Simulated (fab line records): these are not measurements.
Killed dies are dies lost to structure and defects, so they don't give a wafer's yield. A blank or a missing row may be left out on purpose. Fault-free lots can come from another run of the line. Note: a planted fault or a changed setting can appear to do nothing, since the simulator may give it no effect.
Problem report in the 8D (eight disciplines) form, filled by code -- flow nandHarc -- the parts of the form that need people (team, actions taken, sign-off) are left out

== 1. THE PROBLEM ==
Mean of runLengthS at NHARC_A_WL_FILL_ETCHBACK_16: 49.0 s across 3 wafers in 2 lots; on wafers with no fault it is 45.3 s (standard deviation 0.36). That puts it +10 standard deviations away from the usual mean.
The step: etches the open film in C4F8/O2/Ar, target depth 120 nm, time 24 s.
First observed at day 27 01:43: wafer L465.3, on rieDiel-10. At this step, 33 wafers from 11 lots have a number in the record. Rule for "out", or "out of limits": more than 4 standard deviations from the usual mean. Any other wafer with a number is counted as sound.

== 2. WHAT IT IS, AND WHAT IT ISN'T ==
question,is,is not
which readings at this step,runLengthS,"chamberPressureMTorr, oesProductAu, rfVppV"
which lots,"L465, L469","L454, L456, L457, L459, L464, L467, L472, L473, L475"
which wafers of those lots,"L465.3, L465.5, L469.5","L465.2, L469.2, L469.4"
read on which tools,rieDiel-10,"rieDiel-06, rieDiel-12"
when,from day 27 01:43,"up to then (19 sound wafers); but 11 sound wafers of L469, L472, L473, L475 came after"

== 3. WHAT RULES OUT EACH SUSPECT ==
Counting: a tool at a process step up to the reading stays a suspect if it ran every lot that is out. Sound lots after the first of them don't rule it out here, since some wafers of a struck lot are sound.
- harEtch-02 at NHARC_A_SLIT_ETCH_17 (etches the open film in C4F8/O2/Ar, time 4254.5 s, target depth 20300 nm): kept. It ran every lot that is out, first L465 (day 26 01:19); its last sound lot up to then is L467 (day 25 22:09).
- rieDiel-10 at NHARC_A_WL_FILL_ETCHBACK_16 (etches the open film in C4F8/O2/Ar, target depth 120 nm, time 24 s): kept. It ran every lot that is out, first L465 (day 27 01:43); its last sound lot up to then is L467 (day 26 21:31). Its own runLengthS readings are out on those wafers.
What counting leaves: harEtch-02 at NHARC_A_SLIT_ETCH_17 and rieDiel-10 at NHARC_A_WL_FILL_ETCHBACK_16.

== 4. THE CAUSE (what the simulator had put in) ==
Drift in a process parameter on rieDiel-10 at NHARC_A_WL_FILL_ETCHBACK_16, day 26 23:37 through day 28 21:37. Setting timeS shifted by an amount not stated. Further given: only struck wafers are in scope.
After counting, 2 suspects remain, this tool included.

== 5. SEQUENCE OF EFFECTS, ordered by route ==
Each row: a reading whose mean over the struck wafers that have a number lies more than 3 standard deviations from the usual. Scope: only readings with a usual standard deviation given in the record; hours: median across lots of the time from each lot's start at the first step in this table that gives one to its start at this step; sigmas: change in usual standard deviations.
hours,step,reading,usual,on struck wafers,change,sigmas
0,NHARC_A_WL_FILL_ETCHBACK_16,runLengthS,45.3 s,49.0,+3.7,+10
It contains these process steps:
- NHARC_A_WL_FILL_ETCHBACK_16: etches the open film in C4F8/O2/Ar, target depth 120 nm, time 24 s.

== 6. WHAT WOULD HAVE CAUGHT IT SOONER ==
First out-of-limits reading in this record: day 27 01:43, which is 2 hours after fault onset at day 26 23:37.
